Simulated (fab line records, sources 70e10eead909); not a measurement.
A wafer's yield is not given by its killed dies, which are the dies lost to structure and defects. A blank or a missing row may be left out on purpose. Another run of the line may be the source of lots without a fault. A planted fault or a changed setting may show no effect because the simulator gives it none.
Struck lot and sound lot, side by side	flow nand-harc	13 steps out of a route of 1159
Sound: wafers L840.1, L840.4, L840.6. Struck: wafer L847.3. (L847.5, L847.6 of the same lot were not struck and are left out.) The cause comes at the end.
Order at every step that has rows: each side's tool, ch and its chambers, its first start. Under that, the readings that differ: sound wafers	struck wafers	difference of the means	sigmas: that difference in standard deviations of wafers without a fault.
alike: readings whose means differ by less than 2 such deviations, and words and numbers that are the same on both sides. not compared: withheld readings, readings that some wafer has no value for, bounds like >300 that may hide the same value, and numbers for which the record gives no deviation and whose values overlap.
Wherever a step has rows on one side only, a row that says differs or no value, or a row with sigmas, the two part there. When numbers do not overlap yet have no deviation, they are printed without sigmas and do not part them. Lack of a reading on every wafer of one side parts them only where that side has two or more wafers.

first, 1 step without rows for these wafers: NHARC_A_STAIRCASE_TRIM_191 (chemistry O2, time 211.2 s).
NHARC_A_STAIRCASE_ETCH_192: etches the open film in C4F8/O2, target depth 100 nm, time 40.5 s.
  sound on rie-diel-01 ch 1,2; struck on rie-diel-05 ch 2
  alike: oes-product-au, rf-vpp-V, run-length-s
  not compared: rf-hours-counter-h
NHARC_A_STAIRCASE_TRIM_193: chemistry O2, time 211.2 s.
  sound on rie-diel-01 ch 2,3; struck on rie-diel-05 ch 0
reading	sound	struck	difference	sigmas
drypump-motor-current-A (A)	5.0 5.4 5.4	6.1	+0.8	+2
  alike: oes-product-au, rf-vpp-V, showerhead-plenum-p-Torr, throttle-valve-pct
  not compared: rf-hours-counter-h
then, 1 step without rows for these wafers: NHARC_A_STAIRCASE_ETCH_194 (etches the open film in C4F8/O2, target depth 100 nm, time 40.5 s).
NHARC_A_STAIRCASE_TRIM_196: chemistry O2, time 211.2 s.
  sound on rie-diel-01 ch 0,1,3, day 11 08:55; struck on rie-diel-05 ch 0, day 13 16:43
  alike: drypump-motor-current-A, oes-product-au, rf-vpp-V, showerhead-plenum-p-Torr, throttle-valve-pct
  not compared: rf-hours-counter-h
then, 2 steps without rows for these wafers: NHARC_A_STAIRCASE_ETCH_197 (etches the open film in C4F8/O2, target depth 100 nm, time 40.5 s); NHARC_A_STAIRCASE_TRIM_198 (chemistry O2, time 211.2 s).
NHARC_A_STAIRCASE_ETCH_199: etches the open film in C4F8/O2, target depth 100 nm, time 40.5 s.
  sound on rie-diel-01 ch 1,2,3; struck on rie-diel-05 ch 0
reading	sound	struck	difference	sigmas
run-length-s (s)	62.4 62.4 61.9	61.5	-0.7	-2
  alike: oes-product-au, rf-vpp-V
  not compared: rf-hours-counter-h
then, 2 steps without rows for these wafers: NHARC_A_STAIRCASE_TRIM_200 (chemistry O2, time 211.2 s); NHARC_A_STAIRCASE_ETCH_201 (etches the open film in C4F8/O2, target depth 100 nm, time 40.5 s).
NHARC_A_STAIRCASE_TRIM_202: chemistry O2, time 211.2 s.
  sound on rie-diel-01 ch 0,2; struck on rie-diel-05 ch 0
  alike: drypump-motor-current-A, oes-product-au, rf-vpp-V, showerhead-plenum-p-Torr, throttle-valve-pct
  not compared: rf-hours-counter-h
NHARC_A_STAIRCASE_ETCH_203: etches the open film in C4F8/O2, target depth 100 nm, time 40.5 s.
  sound on rie-diel-01 ch 0,1, day 11 10:17; struck on rie-diel-05 ch 1, day 13 17:47
reading	sound	struck	difference	sigmas
run-length-s (s)	61.4 62.5 62.5	57.7	-4.4	-11
  alike: oes-product-au, rf-vpp-V
  not compared: rf-hours-counter-h
next, for these wafers, 1 step has no rows: NHARC_END_SORT_01.

## WHERE THEY PART
Earliest at NHARC_A_STAIRCASE_TRIM_193; latest, in this record, at NHARC_A_STAIRCASE_ETCH_203.

WHY: what the simulator had put in
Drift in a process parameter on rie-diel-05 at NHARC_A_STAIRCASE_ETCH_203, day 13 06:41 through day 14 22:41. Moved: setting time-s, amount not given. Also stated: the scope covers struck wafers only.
